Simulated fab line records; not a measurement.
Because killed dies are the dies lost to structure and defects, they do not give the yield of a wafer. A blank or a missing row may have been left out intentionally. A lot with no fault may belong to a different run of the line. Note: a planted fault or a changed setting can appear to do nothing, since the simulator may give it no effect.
Which tool is to blame?	flow n5-finfet	24 wafers from 9 lots sampled at 5 of the route's 1938 steps

WHAT EACH GAUGE READ, for each wafer
N5_BEOL_M0_SAQP_THK_MEAS_05.
lot	measured	on	thk-nm (nm)
L706	day 6 01:06	film-metro-02	59.2 60.6 60.5
L707	day 6 04:31	film-metro-02	59.4 60.7 59.9
L709	day 6 20:37	film-metro-01	59.9 59.4 60.0
L716	day 8 17:50	film-metro-01	65.6 60.6
L717	day 8 23:04	film-metro-02	59.7 67.3
L718	day 9 05:51	film-metro-02	58.7 67.1
L723	day 10 06:37	film-metro-02	58.9 59.0 60.4
L725	day 10 18:44	film-metro-02	59.4 60.3 60.7
L726	day 10 23:13	film-metro-01	60.7 59.2 60.2

WHICH TOOL RAN EACH LOT (tool, then ch and the chambers of the sampled wafers, then the start)
lot	N5_MOL_CONTACT_COAG_STRIP_72	N5_MOL_CONTACT_COAG_CVD_140	N5_BEOL_M0_SAQP_PECVD_97	N5_BEOL_M0_SAQP_PECVD_04
L706	rie-diel-01 ch 0,1,2, day 5 19:04	cvd-w-01 ch 0,1, day 5 19:25	pecvd-04 ch 0,1,2, day 6 00:58	pecvd-04 ch 0,1,2, day 6 01:01
L707	rie-diel-02 ch 0,2, day 5 21:55	cvd-w-02 ch 0, day 5 22:17	pecvd-01 ch 0,1,2, day 6 04:23	pecvd-01 ch 0,1,2, day 6 04:25
L709	rie-diel-06 ch 0,1,3, day 6 15:44	cvd-w-01 ch 0,1, day 6 16:06	pecvd-02 ch 0,1,2, day 6 20:29	pecvd-02 ch 0,1,2, day 6 20:31
L716	rie-diel-01 ch 1,2, day 8 12:17	cvd-w-01 ch 0,1, day 8 12:39	pecvd-02 ch 0,2, day 8 17:43	pecvd-02 ch 0,2, day 8 17:44
L717	rie-diel-06 ch 0,3, day 8 12:30	cvd-w-02 ch 1, day 8 12:52	pecvd-02 ch 0,1, day 8 22:56	pecvd-02 ch 0,1, day 8 22:58
L718	rie-diel-01 ch 0, day 8 18:13	cvd-w-01 ch 0,1, day 8 18:35	pecvd-02 ch 0,2, day 9 05:43	pecvd-02 ch 0,2, day 9 05:44
L723	rie-diel-06 ch 1,3, day 10 00:49	cvd-w-01 ch 0,1, day 10 01:11	pecvd-01 ch 0,1, day 10 06:25	pecvd-01 ch 0,1, day 10 06:29
L725	rie-diel-02 ch 0,2,3, day 10 11:20	cvd-w-01 ch 0,1, day 10 11:41	pecvd-01 ch 0,1,2, day 10 18:36	pecvd-01 ch 0,1,2, day 10 18:38
L726	rie-diel-01 ch 1,3, day 10 16:24	cvd-w-01 ch 0,1, day 10 16:46	pecvd-01 ch 0,1, day 10 23:05	pecvd-01 ch 0,1, day 10 23:07
- N5_MOL_CONTACT_COAG_STRIP_72: strips in N2/H2.
- N5_MOL_CONTACT_COAG_CVD_140: deposits W, target thk 66.5 nm, time 215 s.
- N5_BEOL_M0_SAQP_PECVD_97: deposits SiNx from SiH4/NH3/N2, target thk 23 nm, time 19.9 s.
- N5_BEOL_M0_SAQP_PECVD_04: deposits a-Si from SiH4/He, target thk 60 nm, time 60.2 s.

THE ANSWER, worked out from the rows above alone
Rule: the usual values come from the lots themselves. Put in order of their means at a reading, lots are off if they are a third of the lots or fewer, leave a main group of 4 or more, and stand apart from it by a gap of 3 or more times the standard deviation of the main group's means; of several such gaps the widest counts. The tables above print the reading to a certain number of digits; a main group whose means all agree to those digits is not used. Also off: a lot with no number at a reading for which 4 or more lots have one. Where the step has rows for the other lots, those lots are counted as sound.
Off at N5_BEOL_M0_SAQP_THK_MEAS_05 (thk-nm): L716, L717, L718. For the main group the mean is 59.9 nm and the standard deviation 0.24.
If a tool, at a process step before that reading, ran all the lots that are off and no sound lot after the first of them, it fits. Gauges at N5_BEOL_M0_SAQP_THK_MEAS_05: tried the same way as those tools. One candidate fits, namely pecvd-02 at N5_BEOL_M0_SAQP_PECVD_97 and N5_BEOL_M0_SAQP_PECVD_04. At N5_BEOL_M0_SAQP_PECVD_97 its last sound lot is L709 (day 6 20:29), its first lot that is off L716 (day 8 17:43): a fault that began between those two fits.

WHAT WAS PUT IN BY THE SIMULATOR
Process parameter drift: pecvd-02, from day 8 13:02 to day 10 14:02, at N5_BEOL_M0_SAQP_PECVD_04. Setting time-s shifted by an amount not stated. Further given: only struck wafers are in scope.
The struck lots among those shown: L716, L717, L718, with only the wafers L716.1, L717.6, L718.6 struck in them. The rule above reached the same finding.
